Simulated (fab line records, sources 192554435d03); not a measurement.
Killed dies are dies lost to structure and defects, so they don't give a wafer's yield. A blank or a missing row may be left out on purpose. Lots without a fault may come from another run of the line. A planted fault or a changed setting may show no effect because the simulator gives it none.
Chamber matching | flow n5_finfet | N5_BEOL_M11_DESCUM_16 on rie_diel-04: 4 sister chambers
The step chemistry O2, time 7.9 s. 24 wafers are shown with their chamber, then 12 later ones without.

WAFERS WITH THEIR CHAMBER
wafer  | chamber | drypump_motor_current_A (A) | throttle_valve_pct (%) | oes_product_au (a.u.)
L076.4 | 0       | 5.3                         | 20.30                  | 0.86
L076.5 | 3       | 6.4                         | 20.56                  | 0.73
L076.6 | 0       | 5.3                         | 20.27                  | 0.87
L075.2 | 2       | 4.7                         | 20.43                  | 0.69
L075.5 | 1       | 5.6                         | 20.56                  | 0.77
L075.6 | 2       | 4.8                         | 20.45                  | 0.69
L079.1 | 3       | 6.4                         | 20.56                  | 0.73
L079.3 | 1       | 5.7                         | 20.58                  | 0.76
L079.4 | 2       | 4.8                         | 20.43                  | 0.69
L078.4 | 0       | 5.3                         | 20.31                  | 0.87
L078.5 | 1       | 5.7                         | 20.57                  | 0.77
L078.6 | 0       | 5.3                         | 20.29                  | 0.86
L080.3 | 0       | 5.3                         | 20.30                  | 0.86
L080.4 | 3       | 6.4                         | 20.56                  | 0.73
L080.5 | 1       | 5.7                         | 20.57                  | 0.77
L081.2 | 3       | 6.4                         | 20.58                  | 0.74
L081.3 | 1       | 5.6                         | 20.57                  | 0.77
L081.5 | 3       | 6.4                         | 20.59                  | 0.73
L087.1 | 3       | 6.4                         | 20.58                  | 0.72
L087.2 | 1       | 5.7                         | 20.60                  | 0.75
L087.4 | 2       | 4.7                         | 19.97                  | 1.00
L088.1 | 3       | 6.4                         | 20.59                  | 0.73
L088.3 | 0       | 5.3                         | 20.33                  | 0.84
L088.5 | 1       | 5.6                         | 20.61                  | 0.75

SIGNATURES (means of the wafers above)
reading                 | chamber 0 | chamber 1 | chamber 2 | chamber 3 | scatter within a chamber
drypump_motor_current_A | 5.300     | 5.657     | 4.750     | 6.400     | 0.0368
throttle_valve_pct      | 20.3000   | 20.5800   | 20.3200   | 20.5743   | 0.0919
oes_product_au          | 0.8600    | 0.7629    | 0.7675    | 0.7300    | 0.0606
Rule: a wafer's distance from a chamber is the root of the sum, over the readings, of the square of ((its reading less the chamber's mean) divided by the reading's scatter). The wafer belongs to the nearest chamber; if the next one is less than 2 further off, it can't be placed. The scatter: the root of (the sum of the squares of (reading less its chamber's mean) over the shown wafers, divided by (wafers less chambers)).

WAFERS WITHOUT THEIR CHAMBER
wafer  | drypump_motor_current_A (A) | throttle_valve_pct (%) | oes_product_au (a.u.)
L091.2 | 5.6                         | 20.63                  | 0.76
L091.3 | 5.3                         | 20.35                  | 0.84
L091.4 | 6.4                         | 20.61                  | 0.73
L089.2 | 6.4                         | 20.60                  | 0.71
L089.3 | 4.7                         | 20.00                  | 0.95
L089.6 | 5.7                         | 20.62                  | 0.75
L096.1 | 4.8                         | 19.99                  | 0.95
L096.3 | 6.4                         | 20.61                  | 0.72
L096.5 | 6.4                         | 20.60                  | 0.72
L094.2 | 6.4                         | 20.60                  | 0.71
L094.3 | 5.3                         | 20.34                  | 0.82
L094.5 | 6.4                         | 20.61                  | 0.71

WHICH CHAMBER EACH WENT THROUGH
wafer  | from the rows above | in truth
L091.2 | 1                   | 1
L091.3 | 0                   | 0
L091.4 | 3                   | 3
L089.2 | 3                   | 3
L089.3 | 2                   | 2
L089.6 | 1                   | 1
L096.1 | 2                   | 2
L096.3 | 3                   | 3
L096.5 | 3                   | 3
L094.2 | 3                   | 3
L094.3 | 0                   | 0
L094.5 | 3                   | 3
Placed correctly: 12 of 12. Can't be placed from these rows: 0. Placed wrongly: 0.
